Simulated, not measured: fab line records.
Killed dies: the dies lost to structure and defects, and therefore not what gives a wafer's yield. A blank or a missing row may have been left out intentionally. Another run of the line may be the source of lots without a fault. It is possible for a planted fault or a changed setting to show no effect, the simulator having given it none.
Chamber matching ; flow nand_harc ; pecvd-04 running NHARC_P_M2_PRE_CLEAN_32: 3 sister chambers
The step time 12 s. 14 wafers are shown with their chamber, then 7 later ones without.

== WAFERS WITH THEIR CHAMBER ==
wafer;chamber;heater_power_w (W)
L076.1;0;612
L076.2;1;784
L076.3;2;492
L079.1;0;709
L079.5;2;547
L079.6;1;723
L082.1;2;519
L082.2;1;842
L082.6;1;838
L085.2;2;478
L085.4;1;863
L085.6;2;488
L090.1;0;592
L090.3;2;514

SIGNATURES (averages over the wafers above)
reading;chamber 0;chamber 1;chamber 2;scatter within a chamber
heater_power_w;637.67;810.00;506.33;46.6
Rule: for each reading, subtract the chamber's mean from the wafer's reading, divide by that reading's scatter and square the result; add these up over the readings and take the root, which gives the wafer's distance from the chamber. The wafer belongs to the nearest chamber; if the next one is less than 2 further off, it can't be placed. The scatter is the square root of a quotient: the sum, over the shown wafers, of each reading's squared deviation from its chamber's mean, divided by wafers minus chambers.

== WAFERS MISSING THEIR CHAMBER ==
wafer;heater_power_w (W)
L090.4;523
L091.3;663
L091.5;628
L091.6;839
L095.1;477
L095.4;670
L095.5;490

== EACH ONE'S CHAMBER ==
wafer;from the rows above;in truth
L090.4;2;2
L091.3;0;0
L091.5;0;0
L091.6;1;1
L095.1;2;2
L095.4;0;0
L095.5;2;2
Correctly placed: 7 of 7. Not placeable from these rows: 0. Placed wrongly: 0.
